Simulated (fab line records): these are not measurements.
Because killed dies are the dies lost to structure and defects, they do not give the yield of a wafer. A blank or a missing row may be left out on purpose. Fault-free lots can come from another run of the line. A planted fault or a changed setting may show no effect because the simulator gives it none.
Split-lot study :: flow n5 finfet :: 21 wafers read from 7 lots, route of 1938 steps

== ON THE SPLIT ==
At N5_BEOL_M8_COAT_60 (time 60 s, resist thk 35 nm), the setting spin rpm was moved away from the recipe's 1500 rpm on 10 of the 21 wafers read, by -5.7% to +11.0%. This setting was run at the recipe's value on the other wafers.

== FROM THE SPLIT TO THE READING: what the file shows between them, 3 steps ==
- N5_BEOL_M8_COAT_05: resist thk 90 nm
- N5_BEOL_M8_EBR_07
- N5_BEOL_M8_DESCUM_16: chemistry O2, time 7.9 s

== THE READING ==
CAR-ArF_of_BEOL_M8_COAT_05.thk nm (the simulator's own value, which no gauge read), in nm, at N5_BEOL_M8_ETCH_61 (etches SiARC in CF4, target depth 45.5 nm, time 75.8 s). There is no usual value for it anywhere in the file. Average 51.1 nm, standard deviation 0.16 nm, over the 11 wafers here run with the recipe.

wafer: L078.1
tool, chamber at the split: litho track-01, 0
spin rpm as run, rpm: 1500
against the recipe: recipe
CAR-ArF_of_BEOL_M8_COAT_05.thk nm, nm: 51.2
against lot-mates on the recipe: -

wafer: L078.5
tool, chamber at the split: litho track-01, 0
spin rpm as run, rpm: 1500
against the recipe: recipe
CAR-ArF_of_BEOL_M8_COAT_05.thk nm, nm: 51.2
against lot-mates on the recipe: -

wafer: L078.3
tool, chamber at the split: litho track-01, 0
spin rpm as run, rpm: 1500
against the recipe: recipe
CAR-ArF_of_BEOL_M8_COAT_05.thk nm, nm: 51.2
against lot-mates on the recipe: -

wafer: L077.1
tool, chamber at the split: litho track-03, 0
spin rpm as run, rpm: 1545
against the recipe: +3.0%
CAR-ArF_of_BEOL_M8_COAT_05.thk nm, nm: 51
against lot-mates on the recipe: +0.2

wafer: L077.3
tool, chamber at the split: litho track-03, 0
spin rpm as run, rpm: 1545
against the recipe: +3.0%
CAR-ArF_of_BEOL_M8_COAT_05.thk nm, nm: 51.2
against lot-mates on the recipe: +0.4

wafer: L077.6
tool, chamber at the split: litho track-03, 0
spin rpm as run, rpm: 1500
against the recipe: recipe
CAR-ArF_of_BEOL_M8_COAT_05.thk nm, nm: 50.8
against lot-mates on the recipe: -

wafer: L079.1
tool, chamber at the split: litho track-01, 0
spin rpm as run, rpm: 1500
against the recipe: recipe
CAR-ArF_of_BEOL_M8_COAT_05.thk nm, nm: 51.2
against lot-mates on the recipe: -

wafer: L079.4
tool, chamber at the split: litho track-01, 0
spin rpm as run, rpm: 1500
against the recipe: recipe
CAR-ArF_of_BEOL_M8_COAT_05.thk nm, nm: 51.2
against lot-mates on the recipe: -

wafer: L079.5
tool, chamber at the split: litho track-01, 0
spin rpm as run, rpm: 1453
against the recipe: -3.1%
CAR-ArF_of_BEOL_M8_COAT_05.thk nm, nm: 50.8
against lot-mates on the recipe: -0.4

wafer: L088.1
tool, chamber at the split: litho track-04, 0
spin rpm as run, rpm: 1500
against the recipe: recipe
CAR-ArF_of_BEOL_M8_COAT_05.thk nm, nm: 51.2
against lot-mates on the recipe: -

wafer: L088.2
tool, chamber at the split: litho track-04, 0
spin rpm as run, rpm: 1573
against the recipe: +4.9%
CAR-ArF_of_BEOL_M8_COAT_05.thk nm, nm: 52
against lot-mates on the recipe: +0.8

wafer: L088.5
tool, chamber at the split: litho track-04, 0
spin rpm as run, rpm: 1573
against the recipe: +4.9%
CAR-ArF_of_BEOL_M8_COAT_05.thk nm, nm: 52
against lot-mates on the recipe: +0.8

wafer: L089.3
tool, chamber at the split: litho track-01, 0
spin rpm as run, rpm: 1665
against the recipe: +11.0%
CAR-ArF_of_BEOL_M8_COAT_05.thk nm, nm: 52.8
against lot-mates on the recipe: +1.8

wafer: L089.4
tool, chamber at the split: litho track-01, 0
spin rpm as run, rpm: 1500
against the recipe: recipe
CAR-ArF_of_BEOL_M8_COAT_05.thk nm, nm: 51
against lot-mates on the recipe: -

wafer: L089.5
tool, chamber at the split: litho track-01, 0
spin rpm as run, rpm: 1665
against the recipe: +11.0%
CAR-ArF_of_BEOL_M8_COAT_05.thk nm, nm: 52.8
against lot-mates on the recipe: +1.8

wafer: L090.1
tool, chamber at the split: litho track-03, 0
spin rpm as run, rpm: 1590
against the recipe: +6.0%
CAR-ArF_of_BEOL_M8_COAT_05.thk nm, nm: 51.6
against lot-mates on the recipe: +0.6

wafer: L090.5
tool, chamber at the split: litho track-03, 0
spin rpm as run, rpm: 1500
against the recipe: recipe
CAR-ArF_of_BEOL_M8_COAT_05.thk nm, nm: 50.8
against lot-mates on the recipe: -

wafer: L090.6
tool, chamber at the split: litho track-03, 0
spin rpm as run, rpm: 1500
against the recipe: recipe
CAR-ArF_of_BEOL_M8_COAT_05.thk nm, nm: 51.2
against lot-mates on the recipe: -

wafer: L097.3
tool, chamber at the split: litho track-01, 0
spin rpm as run, rpm: 1500
against the recipe: recipe
CAR-ArF_of_BEOL_M8_COAT_05.thk nm, nm: 51.2
against lot-mates on the recipe: -

wafer: L097.4
tool, chamber at the split: litho track-01, 0
spin rpm as run, rpm: 1415
against the recipe: -5.7%
CAR-ArF_of_BEOL_M8_COAT_05.thk nm, nm: 50.4
against lot-mates on the recipe: -0.8

wafer: L097.5
tool, chamber at the split: litho track-01, 0
spin rpm as run, rpm: 1415
against the recipe: -5.7%
CAR-ArF_of_BEOL_M8_COAT_05.thk nm, nm: 50.2
against lot-mates on the recipe: -1.0

FIT RESULTS
A straight line over all 21 wafers: CAR-ArF_of_BEOL_M8_COAT_05.thk nm changes by +0.143 nm for each +1% of spin rpm; r = +0.94; the points scatter about the line by 0.22 nm.
The same after taking each lot's own level away (the mean of its wafers on the recipe; 21 wafers): +0.155 nm for each +1%; r = +0.98; scatter 0.13 nm.
On that fit, the largest move of spin rpm shifts the reading by 1.7 nm.
Across the lots, their own levels run from 50.80 to 51.20 nm, a range of 2.6 times the standard deviation given above.
The two slopes are in agreement: the lot-to-lot level therefore moves the slope only a little.
Check: for one of the wafers moved furthest among these (+11.0%), held out of the fit, the line's prediction against its lot-mates is +1.64 nm. Against them it came out at +1.8 nm.

== FURTHER SPLITS ON THESE WAFERS ==
Before the reading, these wafers also passed through other splits. Each is held against what the fit with the lots' levels taken away leaves over:
other split on the same wafers: N5_BEOL_M7_HM_DEP_02 target thk a
wafers away from the commonest value: 4
r with CAR-ArF_of_BEOL_M8_COAT_05.thk nm (lot level and that fit taken away): -0.01

== THE WHOLE CHAIN: every reading that the file lists as answering this split, in the file's order ==
step: N5_BEOL_M8_COAT_60
what it does: time 60 s, resist thk 35 nm
reading: SiARC_of_BEOL_M8_COAT_60.thk nm (the simulator's own value, which no gauge read)
change (the file's fit): -0.173 nm for each +1% of the setting
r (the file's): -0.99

step: N5_BEOL_M8_ETCH_61
what it does: etches SiARC in CF4, target depth 45.5 nm, time 75.8 s
reading: etch.depth nm (the simulator's own value, which no gauge read)
change (the file's fit): -0.168 nm for each +1% of the setting
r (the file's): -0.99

step: N5_BEOL_M8_ETCH_61
what it does: etches SiARC in CF4, target depth 45.5 nm, time 75.8 s
reading: CAR-ArF_of_BEOL_M8_COAT_05.thk nm (the simulator's own value, which no gauge read)
change (the file's fit): +0.149 nm for each +1% of the setting
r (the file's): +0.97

== FILE'S OWN FIT ==
CAR-ArF_of_BEOL_M8_COAT_05.thk nm changes by +0.149 nm for each +1% of spin rpm, r = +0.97.
